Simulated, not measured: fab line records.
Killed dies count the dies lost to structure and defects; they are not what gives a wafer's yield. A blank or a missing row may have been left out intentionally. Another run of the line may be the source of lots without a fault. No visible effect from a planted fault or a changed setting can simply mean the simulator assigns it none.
Chamber matching    flow n5Finfet    cmp-03 running N5_ILD0_CMP_07: 4 sister chambers
The step polishes SiO2 flowable, stops on poly-Si, t overpolish 1.18 s, target thk 138.88 nm. 4 wafers are shown with their chamber, then 11 later ones without.

## WAFERS, EACH WITH ITS CHAMBER
wafer   chamber  motorCurrentA (A)
L083.6  1        13.1
L085.3  2        14.3
L085.4  0        13.5
L086.2  3        11.4

## WAFERS WITH NO CHAMBER GIVEN
wafer   motorCurrentA (A)
L086.3  14.2
L086.4  13.4
L087.1  12.5
L087.2  11.6
L087.6  11.9
L090.3  12.3
L090.4  13.9
L090.6  14.1
L092.2  14.1
L092.3  11.6
L092.5  13.5

## THE CHAMBER EACH PASSED THROUGH
wafer   from the rows above           in truth
L086.3  can't be placed: 2 or 0       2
L086.4  can't be placed: 0 or 1       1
L087.1  can't be placed: 1 or 0 or 3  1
L087.2  3                             3
L087.6  can't be placed: 3 or 1       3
L090.3  can't be placed: 1 or 3 or 0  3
L090.4  can't be placed: 0 or 2 or 1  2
L090.6  can't be placed: 2 or 0       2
L092.2  can't be placed: 2 or 0       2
L092.3  3                             3
L092.5  can't be placed: 0 or 1       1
Correctly placed: 2 of 11. From these rows, 9 cannot be placed; in 9 the true chamber is one of the candidates. Wrongly placed: 0.
How it was worked out, from the rows above alone: a wafer's distance from a chamber is the root of the sum, over the readings, of the square of ((its reading less the chamber's mean) divided by the reading's scatter). The wafer belongs to the nearest chamber; if the next one is less than 2 further off, it can't be placed. The mean given for a chamber averages the wafers shown for that chamber. The scatter: with one shown wafer a chamber, the root of the mean of the squares of how far each hidden wafer lies from its nearest shown one.
